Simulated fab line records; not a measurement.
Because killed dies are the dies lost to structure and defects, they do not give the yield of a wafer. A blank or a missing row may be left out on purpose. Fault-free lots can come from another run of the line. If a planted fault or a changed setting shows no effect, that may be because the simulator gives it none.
Code-filled problem report in 8D (eight disciplines) form	flow n5Finfet	the parts of the form that need people (team, actions taken, sign-off) are left out

## 1. WHAT WENT WRONG
Mean of runLengthS at N5_FIN_SAQP_PECVD_47: 82.5 s across 4 wafers in 2 lots; on wafers with no fault it is 72.6 s (standard deviation 0.57). That puts it +17 standard deviations away from the usual mean.
The step: deposits a-Si from SiH4/He, target thk 45 nm, time 36.3 s.
Earliest sighting: wafer L151.3 on pecvd-02 at day 4 02:56. Wafers with a number at this step in the record: 12, from 4 lots. Rule for "out" (also "out of limits"): further than 4 standard deviations from the usual mean. The rest of the wafers with a number are treated as sound.

## 2. WHAT IT IS, WHAT IT ISN'T
question	is	is not
which readings at this step	runLengthS	showerheadPlenumPTorr, throttleValvePct
which lots	L151, L154	L143, L157
which wafers of those lots	L151.3, L151.4, L154.3, L154.4	L151.1, L154.5
read on which tools	pecvd-02	pecvd-04
when	from day 4 02:56	up to then (4 sound wafers); but 4 sound wafers of L154, L157 came after

## 3. THE SUSPECTS, EACH WITH WHAT RULES IT OUT
Counting: if a tool at a process step up to the reading ran every lot that is out, it stays a suspect. Sound lots after the first of them don't rule it out here, since some wafers of a struck lot are sound.
- pecvd-02 at N5_FIN_SAQP_PECVD_47 (deposits a-Si from SiH4/He, target thk 45 nm, time 36.3 s): kept. It processed each lot that is out (first: L151, day 4 02:56); up to then, its last sound lot is L143 (day 2 03:26). Its own runLengthS readings are out on those wafers.
- Within pecvd-02 at N5_FIN_SAQP_PECVD_47: the wafers that are out ran in chambers 1, 2; their sound lot-mates ran in chamber 0.
After counting, what remains is pecvd-02 at N5_FIN_SAQP_PECVD_47.

## 4. THE CAUSE (what the simulator had put in)
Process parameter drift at N5_FIN_SAQP_PECVD_47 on pecvd-02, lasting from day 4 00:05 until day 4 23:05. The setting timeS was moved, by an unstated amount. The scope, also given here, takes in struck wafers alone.
Only this tool survived the counting.

## 5. SEQUENCE OF EFFECTS, ordered by route
Each row: a reading where the mean over the struck wafers with a number is more than 3 standard deviations away from the usual. Scope: only readings with a usual standard deviation given in the record; hours: median across lots of the time from each lot's start at the first step in this table that gives one to its start at this step; sigmas: change in usual standard deviations.
hours	step	reading	usual	on struck wafers	change	sigmas
0	N5_FIN_SAQP_PECVD_47	runLengthS	72.6 s	82.5	+9.9	+17
4	N5_FIN_SAQP_MANDREL_ETCH_58	oesProductAu	0.696 a.u.	0.805	+0.110	+9.1
Process steps it contains:
- N5_FIN_SAQP_PECVD_47: deposits a-Si from SiH4/He, target thk 45 nm, time 36.3 s.
- N5_FIN_SAQP_MANDREL_ETCH_58: etches a-Si in HBr/Cl2, stops on SiNx, target depth 45 nm, bt time 10 s, time 27 s.
At these later measuring or inspecting steps, every struck wafer for which the step has a row has a number for every such reading, and none has moved that far: N5_BEOL_M4_RC_MEAS_101.

## 6. WHAT WOULD HAVE CAUGHT IT SOONER
The fault began at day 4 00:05; the first out-of-limits reading in this record came at day 4 02:56, 3 hours later.
